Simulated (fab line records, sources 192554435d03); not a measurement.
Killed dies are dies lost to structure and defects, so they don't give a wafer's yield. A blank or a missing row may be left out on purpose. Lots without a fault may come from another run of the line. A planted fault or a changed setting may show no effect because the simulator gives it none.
Chamber matching | flow n5_finfet | N5_BEOL_M11_DESCUM_33 on rie_diel-06: 4 sister chambers
The step chemistry O2, time 7.9 s. 8 wafers are shown with their chamber, then 12 later ones without.

WAFERS WITH THEIR CHAMBER
wafer  | chamber | showerhead_plenum_p_Torr (Torr) | throttle_valve_pct (%)
L082.6 | 2       | 2.11                            | 19.99
L085.2 | 0       | 2.23                            | 20.13
L085.3 | 2       | 2.11                            | 19.99
L086.4 | 1       | 2.04                            | 20.57
L086.6 | 3       | 2.01                            | 20.63
L087.2 | 3       | 2.01                            | 20.63
L087.3 | 1       | 2.03                            | 20.56
L087.4 | 0       | 2.23                            | 20.13

WAFERS WITHOUT THEIR CHAMBER
wafer  | showerhead_plenum_p_Torr (Torr) | throttle_valve_pct (%)
L091.1 | 2.01                            | 20.65
L091.5 | 2.03                            | 20.58
L091.6 | 2.10                            | 20.02
L094.2 | 2.01                            | 20.64
L094.3 | 2.10                            | 20.03
L094.5 | 2.10                            | 20.01
L096.1 | 2.01                            | 20.64
L096.4 | 2.03                            | 20.58
L096.6 | 2.10                            | 20.03
L097.2 | 2.10                            | 20.04
L097.5 | 2.03                            | 20.60
L097.6 | 2.10                            | 20.03

WHICH CHAMBER EACH WENT THROUGH
wafer  | from the rows above     | in truth
L091.1 | 3                       | 3
L091.5 | 1                       | 1
L091.6 | 2                       | 2
L094.2 | 3                       | 3
L094.3 | 2                       | 2
L094.5 | 2                       | 2
L096.1 | 3                       | 3
L096.4 | 1                       | 1
L096.6 | 2                       | 2
L097.2 | 2                       | 2
L097.5 | can't be placed: 1 or 3 | 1
L097.6 | 2                       | 2
Placed correctly: 11 of 12. Can't be placed from these rows: 1 (the true chamber is among the candidates in 1). Placed wrongly: 0.
How it was worked out, from the rows above alone: a wafer's distance from a chamber is the root of the sum, over the readings, of the square of ((its reading less the chamber's mean) divided by the reading's scatter). The wafer belongs to the nearest chamber; if the next one is less than 2 further off, it can't be placed. A chamber's mean is the mean of its shown wafers. The scatter: the root of (the sum of the squares of (reading less its chamber's mean) over the shown wafers, divided by (wafers less chambers)).
